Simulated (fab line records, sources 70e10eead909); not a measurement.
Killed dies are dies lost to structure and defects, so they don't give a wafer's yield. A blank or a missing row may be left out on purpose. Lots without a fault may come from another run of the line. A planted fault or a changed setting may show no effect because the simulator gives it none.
Chamber matching | flow nand_harc | NHARC_A_CONTACT_DESCUM_74 on rie_diel-05: 4 sister chambers
The step chemistry O2, time 3 s. 4 wafers are shown with their chamber, then 12 later ones without.

WAFERS WITH THEIR CHAMBER
wafer  | chamber | showerhead_plenum_p_Torr (Torr)
L082.4 | 3       | 1.94
L084.5 | 0       | 2.03
L086.5 | 2       | 2.07
L086.6 | 1       | 2.02

WAFERS WITHOUT THEIR CHAMBER
wafer  | showerhead_plenum_p_Torr (Torr)
L087.1 | 2.06
L087.2 | 2.01
L087.6 | 1.94
L091.3 | 2.06
L091.4 | 2.02
L091.6 | 2.06
L094.1 | 2.06
L094.2 | 2.02
L094.4 | 1.94
L096.1 | 1.93
L096.2 | 2.02
L096.6 | 2.01

WHICH CHAMBER EACH WENT THROUGH
wafer  | from the rows above     | in truth
L087.1 | 2                       | 2
L087.2 | can't be placed: 1 or 0 | 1
L087.6 | 3                       | 3
L091.3 | 2                       | 2
L091.4 | can't be placed: 1 or 0 | 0
L091.6 | 2                       | 2
L094.1 | 2                       | 2
L094.2 | can't be placed: 1 or 0 | 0
L094.4 | 3                       | 3
L096.1 | 3                       | 3
L096.2 | can't be placed: 1 or 0 | 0
L096.6 | can't be placed: 1 or 0 | 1
Placed correctly: 7 of 12. Can't be placed from these rows: 5 (the true chamber is among the candidates in 5). Placed wrongly: 0.
How it was worked out, from the rows above alone: a wafer's distance from a chamber is the root of the sum, over the readings, of the square of ((its reading less the chamber's mean) divided by the reading's scatter). The wafer belongs to the nearest chamber; if the next one is less than 2 further off, it can't be placed. A chamber's mean is the mean of its shown wafers. The scatter: with one shown wafer a chamber, the root of the mean of the squares of how far each hidden wafer lies from its nearest shown one.
